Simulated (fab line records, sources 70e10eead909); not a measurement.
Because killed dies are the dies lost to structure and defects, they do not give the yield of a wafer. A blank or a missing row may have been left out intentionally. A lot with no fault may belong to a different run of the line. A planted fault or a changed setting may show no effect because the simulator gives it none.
Comparing a struck lot with a sound one || flow nand harc || 40 out of 1302 route steps
Sound: the wafers L891.1, L891.4, L891.6. Wafers L905.2, L905.3, L905.4 were the ones struck. At the end, the cause is stated.
For every step that has rows: the tool of each side, followed by ch and its chambers, followed by its first start. Under that, the readings that differ: sound wafers || struck wafers || difference of the means || sigmas: that difference in standard deviations of wafers without a fault.
alike: words and numbers the same on both sides, and readings whose means are apart by under 2 such deviations; not compared: readings that were withheld, readings missing a value for some wafer, numbers with overlapping values and no deviation given by the record, and bounds like >300 which may hide the same value.
A row with sigmas, a row that says differs or no value, or rows on one side alone: a step with any of these is where the two part. Non-overlapping numbers with no deviation appear without sigmas and do not part them. A reading that every wafer of one side lacks parts them only if that side has two wafers or more.

first, 7 steps without rows for these wafers: NHARC_A_STAIRCASE_COAT_244; NHARC_A_STAIRCASE_SOFTBAKE_245 (time 170 s); NHARC_A_STAIRCASE_EBR_246; NHARC_A_STAIRCASE_EXPOSE_247 (exposes mask SDS 1); NHARC_A_STAIRCASE_PEB_248 (peb time 130 s); NHARC_A_STAIRCASE_DEVELOP_249 (time 140 s); NHARC_A_STAIRCASE_HARDBAKE_251 (time 140 s).
NHARC_A_STAIRCASE_DESCUM_252: chemistry O2, time 3 s.
  sound on rie diel-04 ch 0,1, day 18 17:38; struck on rie diel-11 ch 1,2,3, day 24 02:29
  alike: drypump motor current A, oes product au, rf vpp V, showerhead plenum p Torr, throttle valve pct
  not compared: rf hours counter h
NHARC_A_STAIRCASE_ETCH_253: etches the open film in C4F8/O2, target depth 50 nm, time 20.2 s.
  sound on rie diel-04 ch 2,3, day 18 17:43; struck on rie diel-11 ch 1,2,3, day 24 02:35
  alike: oes product au, rf vpp V
  not compared: rf hours counter h
then, 2 steps without rows for these wafers: NHARC_A_STAIRCASE_STRIP_254 (strips in O2); NHARC_A_STAIRCASE_STRIP_255 (strips in SPM, time 900 s).
NHARC_A_STAIRCASE_PRECLEAN_256: cleans in SC1.
  sound on wet bench-04 ch 4,5,7, day 18 18:11; struck on wet bench-04 ch 0,3,7, day 24 03:07
  alike: bath guard temp C
then, 2 steps without rows for these wafers: NHARC_A_STAIRCASE_SRD_257; NHARC_A_STAIRCASE_HM_DEP_456 (deposits aC, target thk 3100 nm).
NHARC_A_STAIRCASE_DEP_259: deposits SiON, target thk 30 nm.
  sound on pecvd-04 ch 0,2, day 18 23:46; struck on pecvd-04 ch 0,1,2, day 24 07:29
  alike: heater power w, susceptor temp C
then, 11 steps without rows for these wafers: NHARC_A_STAIRCASE_DEHYDRATE_260 (time 120 s); NHARC_A_STAIRCASE_HMDS_261 (time 30 s); NHARC_A_STAIRCASE_COAT_262; NHARC_A_STAIRCASE_SOFTBAKE_263 (time 170 s); NHARC_A_STAIRCASE_EBR_264; NHARC_A_STAIRCASE_EXPOSE_265 (exposes mask CHOP 200); NHARC_A_STAIRCASE_PEB_266 (peb time 130 s); NHARC_A_STAIRCASE_DEVELOP_267 (time 140 s); NHARC_A_STAIRCASE_HARDBAKE_269 (time 140 s); NHARC_A_STAIRCASE_DESCUM_270 (chemistry O2, time 3 s); NHARC_A_STAIRCASE_ETCH_271 (etches the open film in CF4/CHF3).
NHARC_A_STAIRCASE_HM_OPEN_457: chemistry O2/COS.
  sound on rie diel-04 ch 0,1,2; struck on rie diel-04 ch 0,1,3
  alike: drypump motor current A, oes product au, rf vpp V, showerhead plenum p Torr, throttle valve pct
  not compared: rf hours counter h
then, 8 steps without rows for these wafers: NHARC_A_STAIRCASE_STRIP_458 (strips in O2/COS); NHARC_A_STAIRCASE_ETCH_451 (etches the open film in CF4/O2, target depth 30 nm, overetch 3 nm, time 16.5 s); NHARC_A_STAIRCASE_ETCH_273 (etches the open film in C4F8/O2/Ar, target depth 10200 nm, time 2468.6 s); NHARC_A_STAIRCASE_STRIP_274 (strips in O2); NHARC_A_STAIRCASE_STRIP_275 (strips in SPM, time 900 s); NHARC_A_STAIRCASE_PRECLEAN_276 (cleans in SC1); NHARC_A_STAIRCASE_SRD_277; NHARC_A_STAIRCASE_HM_DEP_459 (deposits aC, target thk 1500 nm).
NHARC_A_STAIRCASE_DEP_280: deposits SiON, target thk 30 nm.
  sound on pecvd-02 ch 0,2, day 19 09:09; struck on pecvd-02 ch 0,1, day 24 20:01
  alike: heater power w, susceptor temp C
then, 3 steps without rows for these wafers: NHARC_A_STAIRCASE_DEHYDRATE_281 (time 120 s); NHARC_A_STAIRCASE_HMDS_282 (time 30 s); NHARC_A_STAIRCASE_COAT_283.
-- the record jumps here: 8 days lie between the struck wafers' starts before and after (it left off in module A_STAIRCASE and takes up again in module END, whose first step shown is number 1302 of the route) --
NHARC_END_SORT_01:
  sound on prober-01 ch 0, day 26 23:28; struck on prober-01 ch 0, day 32 18:22
{"reading": "killed at array", "sound": "69 75 75", "struck": "147 153 141", "difference": "+74", "sigmas": "+4"}
{"reading": "killed dies", "sound": "70 75 80", "struck": "152 154 145", "difference": "+75", "sigmas": "+4"}
  alike: killed at other, killed at periphery, killed open, killed short

## WHERE THEY PART
Within this record, at NHARC_END_SORT_01 only.

WHY: the cause the simulator had injected
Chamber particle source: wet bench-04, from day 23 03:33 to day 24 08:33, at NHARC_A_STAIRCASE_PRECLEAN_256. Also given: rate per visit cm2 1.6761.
